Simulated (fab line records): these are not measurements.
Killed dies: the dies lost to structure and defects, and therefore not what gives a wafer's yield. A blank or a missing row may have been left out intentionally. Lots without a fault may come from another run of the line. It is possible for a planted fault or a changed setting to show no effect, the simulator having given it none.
Comparing a struck lot with a sound one :: flow n5 finfet :: 18 out of 1938 route steps
Sound: the wafers L930.3, L930.4, L930.5. The struck wafers were L942.4, L942.5, L942.6. The cause is named last.
Order at every step that has rows: each side's tool, ch and its chambers, its first start. Under that, the readings that differ: sound wafers :: struck wafers :: difference of the means :: sigmas: that difference in standard deviations of wafers without a fault.
alike: words and numbers the same on both sides, and readings whose means are apart by under 2 such deviations; not compared: readings that were withheld, readings missing a value for some wafer, numbers with overlapping values and no deviation given by the record, and bounds like >300 which may hide the same value.
A row with sigmas, a row that says differs or no value, or rows on one side alone: a step with any of these is where the two part. When numbers do not overlap yet have no deviation, they are printed without sigmas and do not part them. Lack of a reading on every wafer of one side parts them only where that side has two or more wafers.

first, 3 steps without rows for these wafers: N5_HKMG_FIN_WET_ETCH_65 (etches a-Si in TMAH, stops on TiN, time 49 s, target depth 3 nm); N5_HKMG_FIN_WET_ETCH_81 (etches TiN in SC1, stops on HfO2, time 57 s, target depth 6 nm); N5_HKMG_FIN_WET_ETCH_82 (etches La2O3 in dHCl, stops on HfO2, target depth 2 nm, rinse time 30 s).
N5_HKMG_FIN_ALD_36: deposits TiN, target thk 1 nm, pulse time 1 s, purge time 3 s.
  sound on ald metal-04 ch 0,3, day 5 09:12; struck on ald metal-02 ch 0,2,3, day 8 13:16
  alike: heater power w, precursor pulse height rel
N5_HKMG_FIN_THK_MEAS_70: measures by xrf.
  sound: film metro-01 at day 5 09:29; struck: film metro-01 at day 8 13:33
  alike: HK_THK
N5_HKMG_FIN_PWFM_ALD_03: deposits TiN, target thk 2 nm, pulse time 1 s, purge time 3 s.
  sound on ald metal-04 ch 1,3, day 5 09:31; struck on ald metal-03 ch 0,1,3, day 8 13:35
  alike: heater power w, precursor pulse height rel
then, 6 steps without rows for these wafers: N5_HKMG_FIN_COAT_29 (time 60 s, resist thk 300 nm); N5_HKMG_FIN_COAT_30 (time 60 s, resist thk 35 nm); N5_HKMG_FIN_COAT_06 (resist thk 90 nm); N5_HKMG_FIN_EBR_08; N5_HKMG_FIN_SOFTBAKE_07 (time 60 s); N5_HKMG_FIN_EXPOSE_09 (exposes mask NWFM).
N5_HKMG_FIN_PEB_10: peb time 60 s.
  sound on litho track-02 ch 0, day 5 10:17; struck on litho track-01 ch 0, day 8 14:14
then, 1 step without rows for these wafers: N5_HKMG_FIN_DEVELOP_11 (develop time 30 s).
N5_HKMG_FIN_CD_MEAS_12: target cd 92.8 nm.
  sound on cd sem-03 ch 0, day 5 10:22; struck on cd sem-01 ch 0, day 8 14:18
reading: cd nm (nm)
sound: 91.2 91.8 92.3
struck: 101.6 101.6 102.3
difference: +10.1
sigmas: +17
N5_HKMG_FIN_OVL_MEAS_13:
  sound on overlay-02 ch 0, day 5 10:23; struck on overlay-02 ch 0, day 8 14:20
  alike: NWFM_OVL
-- record jumps: 5 days separate the struck wafers' starts on either side; left off in module HKMG_FIN, taken up again in module BEOL_M4, whose first shown step is the route's number 1111 --
N5_BEOL_M4_RC_MEAS_101:
  sound on prober-01 ch 0, day 9 00:59; struck on prober-01 ch 0, day 14 01:52
reading: DIBL_N (mV/V)
sound: 35.8 33.1 34.9
struck: 39.4 39.2 38.0
difference: +4.3
sigmas: +2
  alike: DIBL_P, IOFF_N, IOFF_P, ION_N, ION_P, SS_N, SS_P, VT_N, VT_P
-- record jumps: 5 days separate the struck wafers' starts on either side; left off in module BEOL_M4, taken up again in module PASSIVATION, whose first shown step is the route's number 1936 --
N5_PASSIVATION_PROBE_49:
  record: rows for the struck wafers here (prober-01, day 18 17:14), none for the sound ones

## WHERE THEY PART
First at N5_HKMG_FIN_CD_MEAS_12; last, within this record, at N5_PASSIVATION_PROBE_49.

WHY: what the simulator had put in
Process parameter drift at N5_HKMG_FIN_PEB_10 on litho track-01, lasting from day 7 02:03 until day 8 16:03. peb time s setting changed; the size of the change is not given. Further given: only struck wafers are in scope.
